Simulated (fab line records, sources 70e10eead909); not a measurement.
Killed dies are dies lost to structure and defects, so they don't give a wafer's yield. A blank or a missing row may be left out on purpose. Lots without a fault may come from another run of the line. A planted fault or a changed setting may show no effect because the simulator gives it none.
Chamber matching | flow nand_harc | NHARC_A_ONON_D2_DEP_33 on pecvd-04: 3 sister chambers
The step deposits SiO2, target thk 200 nm. 3 wafers are shown with their chamber, then 8 later ones without.

WAFERS WITH THEIR CHAMBER
wafer  | chamber | heater_power_w (W)
L081.5 | 0       | 656
L081.4 | 1       | 516
L086.1 | 2       | 569

WAFERS WITHOUT THEIR CHAMBER
wafer  | heater_power_w (W)
L086.2 | 542
L086.4 | 530
L089.3 | 442
L089.5 | 454
L089.6 | 749
L096.1 | 567
L096.2 | 654
L096.5 | 599

WHICH CHAMBER EACH WENT THROUGH
wafer  | from the rows above          | in truth
L086.2 | can't be placed: 1 or 2 or 0 | 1
L086.4 | can't be placed: 1 or 2      | 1
L089.3 | can't be placed: 1 or 2      | 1
L089.5 | can't be placed: 1 or 2      | 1
L089.6 | can't be placed: 0 or 2      | 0
L096.1 | can't be placed: 2 or 1 or 0 | 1
L096.2 | can't be placed: 0 or 2      | 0
L096.5 | can't be placed: 2 or 0 or 1 | 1
Placed correctly: 0 of 8. Can't be placed from these rows: 8 (the true chamber is among the candidates in 8). Placed wrongly: 0.
How it was worked out, from the rows above alone: a wafer's distance from a chamber is the root of the sum, over the readings, of the square of ((its reading less the chamber's mean) divided by the reading's scatter). The wafer belongs to the nearest chamber; if the next one is less than 2 further off, it can't be placed. A chamber's mean is the mean of its shown wafers. The scatter: with one shown wafer a chamber, the root of the mean of the squares of how far each hidden wafer lies from its nearest shown one.
